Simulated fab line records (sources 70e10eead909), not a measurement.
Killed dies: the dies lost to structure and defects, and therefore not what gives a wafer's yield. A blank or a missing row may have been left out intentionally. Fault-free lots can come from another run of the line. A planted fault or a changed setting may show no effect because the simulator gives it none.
Chamber matching	flow nand-harc	NHARC_P_ZERO_WELL_ETCH_65 on rie-diel-04: 4 sister chambers
The step etches the open film in N2/H2, target depth 80 nm, overetch 24 nm, time 87.88 s. 22 wafers are shown with their chamber, then 11 later ones without.

== WAFERS WITH THEIR CHAMBER ==
wafer	chamber	showerhead-plenum-p-Torr (Torr)	drypump-motor-current-A (A)	rf-vpp-V (V)
L076.2	1	2.19	5.13	435.2
L076.3	2	2.06	5.99	430.3
L076.6	3	1.93	5.38	428.1
L076.1	0	2.05	5.81	432.2
L076.4	3	1.93	5.39	427.1
L076.5	2	2.06	6.00	429.2
L079.3	3	1.93	5.39	427.4
L079.4	2	2.06	6.00	431.2
L079.6	1	2.19	5.10	436.3
L080.2	3	1.93	5.38	428.5
L080.3	0	2.05	5.80	430.3
L080.5	3	1.93	5.38	427.9
L080.1	1	2.19	5.10	433.4
L080.4	2	2.06	5.99	431.2
L080.6	0	2.05	5.83	431.7
L082.3	0	2.04	5.83	431.6
L082.5	0	2.05	5.82	429.9
L082.6	1	2.19	5.10	434.3
L082.1	3	1.93	5.42	427.6
L082.2	1	2.19	5.09	434.9
L082.4	2	2.06	5.97	430.2
L083.1	1	2.19	5.12	434.6

SIGNATURES (averages over the wafers above)
reading	chamber 0	chamber 1	chamber 2	chamber 3	scatter within a chamber
showerhead-plenum-p-Torr	2.0480	2.1900	2.0600	1.9300	0.00211
drypump-motor-current-A	5.8180	5.1067	5.9900	5.3900	0.0142
rf-vpp-V	431.140	434.783	430.420	427.767	0.837
Rule: a wafer's distance from a chamber is the root of the sum, over the readings, of the square of ((its reading less the chamber's mean) divided by the reading's scatter). If the next closest chamber is less than 2 further off than the closest, the wafer can't be placed; otherwise it belongs to the closest. How the scatter is found: for the shown wafers, subtract from each reading the mean of its chamber, square and add these, divide the total by (wafers less chambers), then take the root.

== WAFERS WITHOUT THEIR CHAMBER ==
wafer	showerhead-plenum-p-Torr (Torr)	drypump-motor-current-A (A)	rf-vpp-V (V)
L083.4	2.05	5.81	431.2
L083.5	2.05	5.81	432.0
L089.4	2.04	5.79	431.1
L089.5	2.06	6.00	430.5
L089.6	1.93	5.39	426.3
L094.1	2.19	5.12	433.3
L094.2	1.92	5.38	428.2
L094.4	2.04	5.82	431.2
L095.2	2.19	5.11	434.0
L095.3	2.06	6.02	432.8
L095.4	1.92	5.38	427.9

== WHICH CHAMBER EACH WENT THROUGH ==
wafer	from the rows above	in truth
L083.4	0	0
L083.5	0	0
L089.4	0	0
L089.5	2	2
L089.6	3	3
L094.1	1	1
L094.2	3	3
L094.4	0	0
L095.2	1	1
L095.3	2	2
L095.4	3	3
Placed correctly: 11 of 11. Not placeable from these rows: 0. Placed wrongly: 0.
